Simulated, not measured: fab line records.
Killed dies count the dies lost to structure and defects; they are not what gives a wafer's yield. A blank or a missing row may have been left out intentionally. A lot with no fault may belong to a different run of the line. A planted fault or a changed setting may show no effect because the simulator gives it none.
Which tool did it? :: flow n5_finfet :: 24 lots with 72 wafers sampled at 5 steps, on a route of 1938 steps

== WHAT EACH GAUGE READ, for each wafer ==
N5_BEOL_M13_THK_MEAS_01.
lot: L075
measured: day 11 23:55
on: film_metro-01
M13_ILD_THK (nm): 833 847 846

lot: L074
measured: day 12 00:16
on: film_metro-01
M13_ILD_THK (nm): 836 837 845

lot: L076
measured: day 12 01:06
on: film_metro-01
M13_ILD_THK (nm): 845 864 844

lot: L078
measured: day 12 20:28
on: film_metro-01
M13_ILD_THK (nm): 828 838 847

lot: L077
measured: day 13 02:07
on: film_metro-02
M13_ILD_THK (nm): 824 839 851

lot: L079
measured: day 13 18:21
on: film_metro-01
M13_ILD_THK (nm): 824 838 826

lot: L080
measured: day 13 23:55
on: film_metro-02
M13_ILD_THK (nm): 826 830 853

lot: L081
measured: day 14 02:27
on: film_metro-01
M13_ILD_THK (nm): 831 828 837

lot: L082
measured: day 14 09:23
on: film_metro-02
M13_ILD_THK (nm): 822 848 839

lot: L083
measured: day 15 11:10
on: film_metro-02
M13_ILD_THK (nm): 829 835 861

lot: L084
measured: day 16 04:33
on: film_metro-01
M13_ILD_THK (nm): 836 841 846

lot: L085
measured: day 16 05:05
on: film_metro-01
M13_ILD_THK (nm): 827 844 844

lot: L088
measured: day 16 05:53
on: film_metro-01
M13_ILD_THK (nm): 820 842 839

lot: L086
measured: day 16 13:19
on: film_metro-02
M13_ILD_THK (nm): 825 828 839

lot: L087
measured: day 16 17:40
on: film_metro-02
M13_ILD_THK (nm): 852 837 856

lot: L089
measured: day 16 20:46
on: film_metro-02
M13_ILD_THK (nm): 844 839 858

lot: L092
measured: day 16 23:38
on: film_metro-02
M13_ILD_THK (nm): 828 828 847

lot: L090
measured: day 17 03:01
on: film_metro-01
M13_ILD_THK (nm): 849 860 857

lot: L091
measured: day 17 06:41
on: film_metro-02
M13_ILD_THK (nm): 829 830 851

lot: L094
measured: day 17 12:05
on: film_metro-01
M13_ILD_THK (nm): 836 828 845

lot: L093
measured: day 17 12:28
on: film_metro-02
M13_ILD_THK (nm): 820 831 839

lot: L096
measured: day 18 04:27
on: film_metro-02
M13_ILD_THK (nm): 834 841 855

lot: L095
measured: day 18 07:07
on: film_metro-02
M13_ILD_THK (nm): 843 841 852

lot: L097
measured: day 19 04:29
on: film_metro-01
M13_ILD_THK (nm): 828 829 841

N5_BEOL_M13_OCD_MEAS_35.
lot: L075
measured: day 12 02:19
on: ocd-01
trench_depth_nm (nm): 405 397 406

lot: L074
measured: day 12 02:28
on: ocd-02
trench_depth_nm (nm): 418 423 423

lot: L076
measured: day 12 03:08
on: ocd-01
trench_depth_nm (nm): 415 424 422

lot: L078
measured: day 12 22:40
on: ocd-01
trench_depth_nm (nm): 418 420 412

lot: L077
measured: day 13 04:11
on: ocd-02
trench_depth_nm (nm): 414 418 412

lot: L079
measured: day 13 20:23
on: ocd-02
trench_depth_nm (nm): 405 415 412

lot: L080
measured: day 14 02:11
on: ocd-02
trench_depth_nm (nm): 408 419 415

lot: L081
measured: day 14 04:22
on: ocd-01
trench_depth_nm (nm): 420 404 405

lot: L082
measured: day 14 11:26
on: ocd-02
trench_depth_nm (nm): 416 419 415

lot: L083
measured: day 15 13:13
on: ocd-02
trench_depth_nm (nm): 412 410 414

lot: L084
measured: day 16 06:29
on: ocd-02
trench_depth_nm (nm): 402 400 400

lot: L085
measured: day 16 07:07
on: ocd-01
trench_depth_nm (nm): 405 403 403

lot: L088
measured: day 16 07:48
on: ocd-01
trench_depth_nm (nm): 404 404 404

lot: L086
measured: day 16 15:22
on: ocd-02
trench_depth_nm (nm): 416 413 417

lot: L087
measured: day 16 20:28
on: ocd-01
trench_depth_nm (nm): 416 416 414

lot: L089
measured: day 16 22:55
on: ocd-01
trench_depth_nm (nm): 415 418 408

lot: L092
measured: day 17 01:52
on: ocd-01
trench_depth_nm (nm): 397 417 400

lot: L090
measured: day 17 06:09
on: ocd-01
trench_depth_nm (nm): 404 415 399

lot: L091
measured: day 17 09:57
on: ocd-01
trench_depth_nm (nm): 426 423 421

lot: L094
measured: day 17 14:57
on: ocd-02
trench_depth_nm (nm): 415 422 416

lot: L093
measured: day 17 15:02
on: ocd-01
trench_depth_nm (nm): 401 417 405

lot: L096
measured: day 18 06:29
on: ocd-02
trench_depth_nm (nm): 417 414 421

lot: L095
measured: day 18 09:10
on: ocd-01
trench_depth_nm (nm): 409 404 415

lot: L097
measured: day 19 06:33
on: ocd-02
trench_depth_nm (nm): 426 414 408

== WHAT TOOL EACH LOT RAN ON (gives the tool, then ch and the chambers of the sampled wafers, and finally the start) ==
lot: L075
N5_BEOL_M12_DESCUM_15: rie_diel-01 ch 0,3, day 11 16:39
N5_BEOL_M12_ANNEAL_48: rtp_anneal-01 ch 0, day 11 23:01
N5_BEOL_M13_DESCUM_15: rie_diel-05 ch 1,3, day 12 00:39

lot: L074
N5_BEOL_M12_DESCUM_15: rie_diel-01 ch 0,1,3, day 11 18:14
N5_BEOL_M12_ANNEAL_48: rtp_anneal-02 ch 0, day 11 23:22
N5_BEOL_M13_DESCUM_15: rie_diel-03 ch 0,1,3, day 12 00:46

lot: L076
N5_BEOL_M12_DESCUM_15: rie_diel-04 ch 1,2,3, day 11 19:31
N5_BEOL_M12_ANNEAL_48: rtp_anneal-02 ch 0, day 12 00:15
N5_BEOL_M13_DESCUM_15: rie_diel-05 ch 0,2, day 12 01:37

lot: L078
N5_BEOL_M12_DESCUM_15: rie_diel-01 ch 1,3, day 12 17:00
N5_BEOL_M12_ANNEAL_48: rtp_anneal-01 ch 0, day 12 19:31
N5_BEOL_M13_DESCUM_15: rie_diel-03 ch 0,1, day 12 20:59

lot: L077
N5_BEOL_M12_DESCUM_15: rie_diel-01 ch 2,3, day 12 21:08
N5_BEOL_M12_ANNEAL_48: rtp_anneal-02 ch 0, day 13 01:11
N5_BEOL_M13_DESCUM_15: rie_diel-02 ch 0,1,3, day 13 02:38

lot: L079
N5_BEOL_M12_DESCUM_15: rie_diel-06 ch 0,1,2, day 13 15:06
N5_BEOL_M12_ANNEAL_48: rtp_anneal-02 ch 0, day 13 17:25
N5_BEOL_M13_DESCUM_15: rie_diel-02 ch 0,1,2, day 13 18:45

lot: L080
N5_BEOL_M12_DESCUM_15: rie_diel-04 ch 0,1,3, day 13 19:21
N5_BEOL_M12_ANNEAL_48: rtp_anneal-02 ch 0, day 13 22:59
N5_BEOL_M13_DESCUM_15: rie_diel-03 ch 0,2,3, day 14 00:19

lot: L081
N5_BEOL_M12_DESCUM_15: rie_diel-04 ch 0,2,3, day 13 20:58
N5_BEOL_M12_ANNEAL_48: rtp_anneal-02 ch 0, day 14 01:33
N5_BEOL_M13_DESCUM_15: rie_diel-02 ch 0,1,2, day 14 02:50

lot: L082
N5_BEOL_M12_DESCUM_15: rie_diel-04 ch 2,3, day 14 05:14
N5_BEOL_M12_ANNEAL_48: rtp_anneal-02 ch 0, day 14 08:26
N5_BEOL_M13_DESCUM_15: rie_diel-05 ch 1,2,3, day 14 09:54

lot: L083
N5_BEOL_M12_DESCUM_15: rie_diel-04 ch 0,3, day 15 06:22
N5_BEOL_M12_ANNEAL_48: rtp_anneal-02 ch 0, day 15 10:12
N5_BEOL_M13_DESCUM_15: rie_diel-05 ch 1,2, day 15 11:34

lot: L084
N5_BEOL_M12_DESCUM_15: rie_diel-06 ch 0,2,3, day 16 00:32
N5_BEOL_M12_ANNEAL_48: rtp_anneal-01 ch 0, day 16 03:43
N5_BEOL_M13_DESCUM_15: rie_diel-05 ch 0,1,2, day 16 04:56

lot: L085
N5_BEOL_M12_DESCUM_15: rie_diel-06 ch 0,2,3, day 16 00:56
N5_BEOL_M12_ANNEAL_48: rtp_anneal-02 ch 0, day 16 04:13
N5_BEOL_M13_DESCUM_15: rie_diel-02 ch 1,2,3, day 16 05:36

lot: L088
N5_BEOL_M12_DESCUM_15: rie_diel-01 ch 2,3, day 16 02:05
N5_BEOL_M12_ANNEAL_48: rtp_anneal-02 ch 0, day 16 04:56
N5_BEOL_M13_DESCUM_15: rie_diel-03 ch 2,3, day 16 06:17

lot: L086
N5_BEOL_M12_DESCUM_15: rie_diel-01 ch 0,3, day 16 09:40
N5_BEOL_M12_ANNEAL_48: rtp_anneal-02 ch 0, day 16 12:23
N5_BEOL_M13_DESCUM_15: rie_diel-03 ch 1,3, day 16 13:43

lot: L087
N5_BEOL_M12_DESCUM_15: rie_diel-06 ch 0,1,3, day 16 11:16
N5_BEOL_M12_ANNEAL_48: rtp_anneal-02 ch 0, day 16 16:38
N5_BEOL_M13_DESCUM_15: rie_diel-03 ch 0,2,3, day 16 18:49

lot: L089
N5_BEOL_M12_DESCUM_15: rie_diel-04 ch 0,2,3, day 16 14:13
N5_BEOL_M12_ANNEAL_48: rtp_anneal-02 ch 0, day 16 19:52
N5_BEOL_M13_DESCUM_15: rie_diel-03 ch 0,1,3, day 16 21:09

lot: L092
N5_BEOL_M12_DESCUM_15: rie_diel-04 ch 2,3, day 16 16:48
N5_BEOL_M12_ANNEAL_48: rtp_anneal-02 ch 0, day 16 22:47
N5_BEOL_M13_DESCUM_15: rie_diel-05 ch 0,3, day 17 00:01

lot: L090
N5_BEOL_M12_DESCUM_15: rie_diel-01 ch 0,1,3, day 16 23:28
N5_BEOL_M12_ANNEAL_48: rtp_anneal-01 ch 0, day 17 02:13
N5_BEOL_M13_DESCUM_15: rie_diel-03 ch 1,2, day 17 03:25

lot: L091
N5_BEOL_M12_DESCUM_15: rie_diel-06 ch 0,1, day 17 01:15
N5_BEOL_M12_ANNEAL_48: rtp_anneal-02 ch 0, day 17 05:47
N5_BEOL_M13_DESCUM_15: rie_diel-02 ch 1,2, day 17 08:10

lot: L094
N5_BEOL_M12_DESCUM_15: rie_diel-01 ch 0,2,3, day 17 07:29
N5_BEOL_M12_ANNEAL_48: rtp_anneal-01 ch 0, day 17 11:09
N5_BEOL_M13_DESCUM_15: rie_diel-05 ch 0,1,3, day 17 12:36

lot: L093
N5_BEOL_M12_DESCUM_15: rie_diel-06 ch 1,2,3, day 17 08:51
N5_BEOL_M12_ANNEAL_48: rtp_anneal-02 ch 0, day 17 11:31
N5_BEOL_M13_DESCUM_15: rie_diel-02 ch 0,1,2, day 17 13:03

lot: L096
N5_BEOL_M12_DESCUM_15: rie_diel-04 ch 1,2,3, day 17 15:28
N5_BEOL_M12_ANNEAL_48: rtp_anneal-01 ch 0, day 18 03:31
N5_BEOL_M13_DESCUM_15: rie_diel-05 ch 1,2,3, day 18 04:58

lot: L095
N5_BEOL_M12_DESCUM_15: rie_diel-06 ch 0,2,3, day 17 17:58
N5_BEOL_M12_ANNEAL_48: rtp_anneal-02 ch 0, day 18 06:14
N5_BEOL_M13_DESCUM_15: rie_diel-02 ch 0,1, day 18 07:31

lot: L097
N5_BEOL_M12_DESCUM_15: rie_diel-04 ch 0,1,2, day 18 22:56
N5_BEOL_M12_ANNEAL_48: rtp_anneal-01 ch 0, day 19 03:30
N5_BEOL_M13_DESCUM_15: rie_diel-05 ch 1,2,3, day 19 05:02
- N5_BEOL_M12_DESCUM_15: chemistry O2, time 7.9 s.
- N5_BEOL_M12_ANNEAL_48: time 90 s.
- N5_BEOL_M13_DESCUM_15: chemistry O2, time 7.9 s.

== AS READ BY THE TOOLS THEMSELVES (means over the sampled wafers that have a number; for cases with no such wafer, the mark the record gives instead) ==
N5_BEOL_M12_DESCUM_15.
lot: L075
tool: rie_diel-01
drypump_motor_current_A (A): 5.7
oes_product_au (a.u.): 0.86
rf_vpp_V (V): 244.7
showerhead_plenum_p_Torr (Torr): 2.19
temp_c (C): 39.97
throttle_valve_pct (%): 20.05

lot: L074
tool: rie_diel-01
drypump_motor_current_A (A): 5.5
oes_product_au (a.u.): 0.81
rf_vpp_V (V): 243.7
showerhead_plenum_p_Torr (Torr): 2.16
temp_c (C): 39.92
throttle_valve_pct (%): 20.22

lot: L076
tool: rie_diel-04
drypump_motor_current_A (A): 5.9
oes_product_au (a.u.): 0.76
rf_vpp_V (V): 242.9
showerhead_plenum_p_Torr (Torr): 2.14
temp_c (C): 40.04
throttle_valve_pct (%): 20.56

lot: L078
tool: rie_diel-01
drypump_motor_current_A (A): 5.3
oes_product_au (a.u.): 0.80
rf_vpp_V (V): 243.9
showerhead_plenum_p_Torr (Torr): 2.13
temp_c (C): 40.07
throttle_valve_pct (%): 20.27

lot: L077
tool: rie_diel-01
drypump_motor_current_A (A): 5.7
oes_product_au (a.u.): 0.80
rf_vpp_V (V): 243.8
showerhead_plenum_p_Torr (Torr): 2.17
temp_c (C): 40.06
throttle_valve_pct (%): 20.15

lot: L079
tool: rie_diel-06
drypump_motor_current_A (A): 5.5
oes_product_au (a.u.): 0.85
rf_vpp_V (V): 243.6
showerhead_plenum_p_Torr (Torr): 2.12
temp_c (C): 39.91
throttle_valve_pct (%): 20.18

lot: L080
tool: rie_diel-04
drypump_motor_current_A (A): 5.9
oes_product_au (a.u.): 0.81
rf_vpp_V (V): 243.6
showerhead_plenum_p_Torr (Torr): 2.15
temp_c (C): 40.04
throttle_valve_pct (%): 20.40

lot: L081
tool: rie_diel-04
drypump_motor_current_A (A): 5.8
oes_product_au (a.u.): 0.81
rf_vpp_V (V): 243.7
showerhead_plenum_p_Torr (Torr): 2.12
temp_c (C): 40.00
throttle_valve_pct (%): 20.30

lot: L082
tool: rie_diel-04
drypump_motor_current_A (A): 5.8
oes_product_au (a.u.): 0.74
rf_vpp_V (V): 243.0
showerhead_plenum_p_Torr (Torr): 2.10
temp_c (C): 40.04
throttle_valve_pct (%): 20.49

lot: L083
tool: rie_diel-04
drypump_motor_current_A (A): 5.9
oes_product_au (a.u.): 0.85
rf_vpp_V (V): 243.4
showerhead_plenum_p_Torr (Torr): 2.14
temp_c (C): 39.92
throttle_valve_pct (%): 20.12

lot: L084
tool: rie_diel-06
drypump_motor_current_A (A): 5.2
oes_product_au (a.u.): 0.88
rf_vpp_V (V): 243.4
showerhead_plenum_p_Torr (Torr): 2.16
temp_c (C): 40.06
throttle_valve_pct (%): 20.00

lot: L085
tool: rie_diel-06
drypump_motor_current_A (A): 5.2
oes_product_au (a.u.): 0.87
rf_vpp_V (V): 243.9
showerhead_plenum_p_Torr (Torr): 2.16
temp_c (C): 40.03
throttle_valve_pct (%): 20.00

lot: L088
tool: rie_diel-01
drypump_motor_current_A (A): 5.4
oes_product_au (a.u.): 0.79
rf_vpp_V (V): 244.2
showerhead_plenum_p_Torr (Torr): 2.14
temp_c (C): 39.99
throttle_valve_pct (%): 20.19

lot: L086
tool: rie_diel-01
drypump_motor_current_A (A): 5.5
oes_product_au (a.u.): 0.82
rf_vpp_V (V): 243.1
showerhead_plenum_p_Torr (Torr): 2.14
temp_c (C): 39.96
throttle_valve_pct (%): 20.14

lot: L087
tool: rie_diel-06
drypump_motor_current_A (A): 5.2
oes_product_au (a.u.): 0.84
rf_vpp_V (V): 243.0
showerhead_plenum_p_Torr (Torr): 2.15
temp_c (C): 40.02
throttle_valve_pct (%): 20.21

lot: L089
tool: rie_diel-04
drypump_motor_current_A (A): 5.8
oes_product_au (a.u.): 0.86
rf_vpp_V (V): 243.5
showerhead_plenum_p_Torr (Torr): 2.11
temp_c (C): 40.02
throttle_valve_pct (%): 20.21

lot: L092
tool: rie_diel-04
drypump_motor_current_A (A): 5.7
oes_product_au (a.u.): 0.89
rf_vpp_V (V): 243.4
showerhead_plenum_p_Torr (Torr): 2.09
temp_c (C): 39.93
throttle_valve_pct (%): 20.27

lot: L090
tool: rie_diel-01
drypump_motor_current_A (A): 5.5
oes_product_au (a.u.): 0.85
rf_vpp_V (V): 244.0
showerhead_plenum_p_Torr (Torr): 2.15
temp_c (C): 40.02
throttle_valve_pct (%): 20.14

lot: L091
tool: rie_diel-06
drypump_motor_current_A (A): 5.3
oes_product_au (a.u.): 0.81
rf_vpp_V (V): 243.3
showerhead_plenum_p_Torr (Torr): 2.11
temp_c (C): 39.98
throttle_valve_pct (%): 20.19

lot: L094
tool: rie_diel-01
drypump_motor_current_A (A): 5.7
oes_product_au (a.u.): 0.78
rf_vpp_V (V): 243.8
showerhead_plenum_p_Torr (Torr): 2.16
temp_c (C): 39.98
throttle_valve_pct (%): 20.16

lot: L093
tool: rie_diel-06
drypump_motor_current_A (A): 5.3
oes_product_au (a.u.): 0.82
rf_vpp_V (V): 244.7
showerhead_plenum_p_Torr (Torr): 2.15
temp_c (C): 39.96
throttle_valve_pct (%): 20.26

lot: L096
tool: rie_diel-04
drypump_motor_current_A (A): 5.9
oes_product_au (a.u.): 0.88
rf_vpp_V (V): 242.9
showerhead_plenum_p_Torr (Torr): 2.12
temp_c (C): 40.02
throttle_valve_pct (%): 20.40

lot: L095
tool: rie_diel-06
drypump_motor_current_A (A): 5.2
oes_product_au (a.u.): 0.85
rf_vpp_V (V): 244.8
showerhead_plenum_p_Torr (Torr): 2.15
temp_c (C): 39.99
throttle_valve_pct (%): 20.01

lot: L097
tool: rie_diel-04
drypump_motor_current_A (A): 6.0
oes_product_au (a.u.): 0.88
rf_vpp_V (V): 243.5
showerhead_plenum_p_Torr (Torr): 2.11
temp_c (C): 39.96
throttle_valve_pct (%): 20.39

N5_BEOL_M12_ANNEAL_48.
lot: L075
tool: rtp_anneal-01
anneal_temp_c_max: 226.9
wafer_temp_C_max: 225.7

lot: L074
tool: rtp_anneal-02
anneal_temp_c_max: 226.4
wafer_temp_C_max: 226.5

lot: L076
tool: rtp_anneal-02
anneal_temp_c_max: 225.9
wafer_temp_C_max: 226.3

lot: L078
tool: rtp_anneal-01
anneal_temp_c_max: 227.2
wafer_temp_C_max: 226.2

lot: L077
tool: rtp_anneal-02
anneal_temp_c_max: 226.0
wafer_temp_C_max: 226.8

lot: L079
tool: rtp_anneal-02
anneal_temp_c_max: 226.6
wafer_temp_C_max: 226.9

lot: L080
tool: rtp_anneal-02
anneal_temp_c_max: 226.1
wafer_temp_C_max: 226.1

lot: L081
tool: rtp_anneal-02
anneal_temp_c_max: 226.1
wafer_temp_C_max: 226.5

lot: L082
tool: rtp_anneal-02
anneal_temp_c_max: 225.9
wafer_temp_C_max: 226.4

lot: L083
tool: rtp_anneal-02
anneal_temp_c_max: 226.3
wafer_temp_C_max: 226.7

lot: L084
tool: rtp_anneal-01
anneal_temp_c_max: 226.9
wafer_temp_C_max: 225.8

lot: L085
tool: rtp_anneal-02
anneal_temp_c_max: 226.0
wafer_temp_C_max: 226.5

lot: L088
tool: rtp_anneal-02
anneal_temp_c_max: 226.2
wafer_temp_C_max: 226.7

lot: L086
tool: rtp_anneal-02
anneal_temp_c_max: 226.4
wafer_temp_C_max: 226.3

lot: L087
tool: rtp_anneal-02
anneal_temp_c_max: 226.3
wafer_temp_C_max: 226.9

lot: L089
tool: rtp_anneal-02
anneal_temp_c_max: 226.4
wafer_temp_C_max: 226.8

lot: L092
tool: rtp_anneal-02
anneal_temp_c_max: 226.5
wafer_temp_C_max: 226.3

lot: L090
tool: rtp_anneal-01
anneal_temp_c_max: 227.0
wafer_temp_C_max: 226.1

lot: L091
tool: rtp_anneal-02
anneal_temp_c_max: 226.3
wafer_temp_C_max: 226.5

lot: L094
tool: rtp_anneal-01
anneal_temp_c_max: 227.0
wafer_temp_C_max: 226.2

lot: L093
tool: rtp_anneal-02
anneal_temp_c_max: 226.2
wafer_temp_C_max: 226.5

lot: L096
tool: rtp_anneal-01
anneal_temp_c_max: 226.9
wafer_temp_C_max: 226.0

lot: L095
tool: rtp_anneal-02
anneal_temp_c_max: 226.2
wafer_temp_C_max: 226.9

lot: L097
tool: rtp_anneal-01
anneal_temp_c_max: 227.4
wafer_temp_C_max: 226.3

N5_BEOL_M13_DESCUM_15.
lot: L075
tool: rie_diel-05
drypump_motor_current_A (A): 5.1
oes_product_au (a.u.): 0.73
rf_vpp_V (V): 244.6
showerhead_plenum_p_Torr (Torr): 2.16
temp_c (C): 39.97
throttle_valve_pct (%): 20.32

lot: L074
tool: rie_diel-03
drypump_motor_current_A (A): 5.5
oes_product_au (a.u.): 0.81
rf_vpp_V (V): 244.1
showerhead_plenum_p_Torr (Torr): 2.10
temp_c (C): 39.97
throttle_valve_pct (%): 20.17

lot: L076
tool: rie_diel-05
drypump_motor_current_A (A): 5.6
oes_product_au (a.u.): 0.96
rf_vpp_V (V): 244.1
showerhead_plenum_p_Torr (Torr): 2.20
temp_c (C): 40.10
throttle_valve_pct (%): 20.37

lot: L078
tool: rie_diel-03
drypump_motor_current_A (A): 5.5
oes_product_au (a.u.): 0.77
rf_vpp_V (V): 243.6
showerhead_plenum_p_Torr (Torr): 2.11
temp_c (C): 39.99
throttle_valve_pct (%): 20.26

lot: L077
tool: rie_diel-02
drypump_motor_current_A (A): 5.8
oes_product_au (a.u.): 0.80
rf_vpp_V (V): 242.8
showerhead_plenum_p_Torr (Torr): 2.05
temp_c (C): 40.03
throttle_valve_pct (%): 20.28

lot: L079
tool: rie_diel-02
drypump_motor_current_A (A): 5.7
oes_product_au (a.u.): 0.79
rf_vpp_V (V): 243.3
showerhead_plenum_p_Torr (Torr): 2.11
temp_c (C): 40.04
throttle_valve_pct (%): 20.25

lot: L080
tool: rie_diel-03
drypump_motor_current_A (A): 5.3
oes_product_au (a.u.): 0.81
rf_vpp_V (V): 244.4
showerhead_plenum_p_Torr (Torr): 2.12
temp_c (C): 39.90
throttle_valve_pct (%): 20.18

lot: L081
tool: rie_diel-02
drypump_motor_current_A (A): 5.7
oes_product_au (a.u.): 0.80
rf_vpp_V (V): 242.6
showerhead_plenum_p_Torr (Torr): 2.11
temp_c (C): 39.94
throttle_valve_pct (%): 20.26

lot: L082
tool: rie_diel-05
drypump_motor_current_A (A): 5.3
oes_product_au (a.u.): 0.91
rf_vpp_V (V): 244.7
showerhead_plenum_p_Torr (Torr): 2.19
temp_c (C): 40.05
throttle_valve_pct (%): 20.21

lot: L083
tool: rie_diel-05
drypump_motor_current_A (A): 5.5
oes_product_au (a.u.): 0.88
rf_vpp_V (V): 245.5
showerhead_plenum_p_Torr (Torr): 2.23
temp_c (C): 40.09
throttle_valve_pct (%): 20.30

lot: L084
tool: rie_diel-05
drypump_motor_current_A (A): 5.5
oes_product_au (a.u.): 0.87
rf_vpp_V (V): 243.8
showerhead_plenum_p_Torr (Torr): 2.17
temp_c (C): 39.90
throttle_valve_pct (%): 20.33

lot: L085
tool: rie_diel-02
drypump_motor_current_A (A): 6.0
oes_product_au (a.u.): 0.70
rf_vpp_V (V): 242.2
showerhead_plenum_p_Torr (Torr): 2.04
temp_c (C): 39.98
throttle_valve_pct (%): 20.50

lot: L088
tool: rie_diel-03
drypump_motor_current_A (A): 5.3
oes_product_au (a.u.): 0.82
rf_vpp_V (V): 243.5
showerhead_plenum_p_Torr (Torr): 2.10
temp_c (C): 39.99
throttle_valve_pct (%): 20.12

lot: L086
tool: rie_diel-03
drypump_motor_current_A (A): 6.0
oes_product_au (a.u.): 0.82
rf_vpp_V (V): 242.6
showerhead_plenum_p_Torr (Torr): 2.06
temp_c (C): 39.93
throttle_valve_pct (%): 20.04

lot: L087
tool: rie_diel-03
drypump_motor_current_A (A): 5.3
oes_product_au (a.u.): 0.89
rf_vpp_V (V): 244.1
showerhead_plenum_p_Torr (Torr): 2.11
temp_c (C): 40.06
throttle_valve_pct (%): 20.06

lot: L089
tool: rie_diel-03
drypump_motor_current_A (A): 5.5
oes_product_au (a.u.): 0.86
rf_vpp_V (V): 243.2
showerhead_plenum_p_Torr (Torr): 2.08
temp_c (C): 40.07
throttle_valve_pct (%): 20.07

lot: L092
tool: rie_diel-05
drypump_motor_current_A (A): 5.1
oes_product_au (a.u.): 0.90
rf_vpp_V (V): 243.0
showerhead_plenum_p_Torr (Torr): 2.11
temp_c (C): 40.07
throttle_valve_pct (%): 20.26

lot: L090
tool: rie_diel-03
drypump_motor_current_A (A): 6.2
oes_product_au (a.u.): 0.86
rf_vpp_V (V): 243.2
showerhead_plenum_p_Torr (Torr): 2.06
temp_c (C): 39.92
throttle_valve_pct (%): 19.97

lot: L091
tool: rie_diel-02
drypump_motor_current_A (A): 6.1
oes_product_au (a.u.): 0.70
rf_vpp_V (V): 241.9
showerhead_plenum_p_Torr (Torr): 2.05
temp_c (C): 39.97
throttle_valve_pct (%): 20.57

lot: L094
tool: rie_diel-05
drypump_motor_current_A (A): 5.3
oes_product_au (a.u.): 0.86
rf_vpp_V (V): 244.3
showerhead_plenum_p_Torr (Torr): 2.12
temp_c (C): 39.99
throttle_valve_pct (%): 20.28

lot: L093
tool: rie_diel-02
drypump_motor_current_A (A): 5.7
oes_product_au (a.u.): 0.76
rf_vpp_V (V): 243.7
showerhead_plenum_p_Torr (Torr): 2.09
temp_c (C): 40.04
throttle_valve_pct (%): 20.29

lot: L096
tool: rie_diel-05
drypump_motor_current_A (A): 5.3
oes_product_au (a.u.): 0.86
rf_vpp_V (V): 244.7
showerhead_plenum_p_Torr (Torr): 2.18
temp_c (C): 40.07
throttle_valve_pct (%): 20.26

lot: L095
tool: rie_diel-02
drypump_motor_current_A (A): 5.9
oes_product_au (a.u.): 0.77
rf_vpp_V (V): 242.7
showerhead_plenum_p_Torr (Torr): 2.04
temp_c (C): 39.93
throttle_valve_pct (%): 20.39

lot: L097
tool: rie_diel-05
drypump_motor_current_A (A): 5.3
oes_product_au (a.u.): 0.85
rf_vpp_V (V): 244.2
showerhead_plenum_p_Torr (Torr): 2.18
temp_c (C): 40.02
throttle_valve_pct (%): 20.25

== THE ANSWER, worked out from the rows above alone ==
Rule: usual is defined by the lots themselves. The widest of any qualifying gaps counts: lots, ordered by their means at a reading, are off when they make up no more than a third of the lots, leave a main group of 4 or more, and stand apart from it by 3 or more times the standard deviation of that group's means. If all means in a main group match to the digits the tables above print for the reading, that group is not used. Also off: a lot with no number at a reading for which 4 or more lots have one. Where the step has rows for the other lots, those lots are counted as sound. Order of review: gauges by route order, followed by the tools' own readings, for which a lot's mean as printed above is used. At the first step where some lot is off, the reading lying furthest off is the one used; lots without a number count as furthest.
None of the lots is off at any reading shown; this tells nothing.

== WHAT HAD BEEN PUT IN BY THE SIMULATOR ==
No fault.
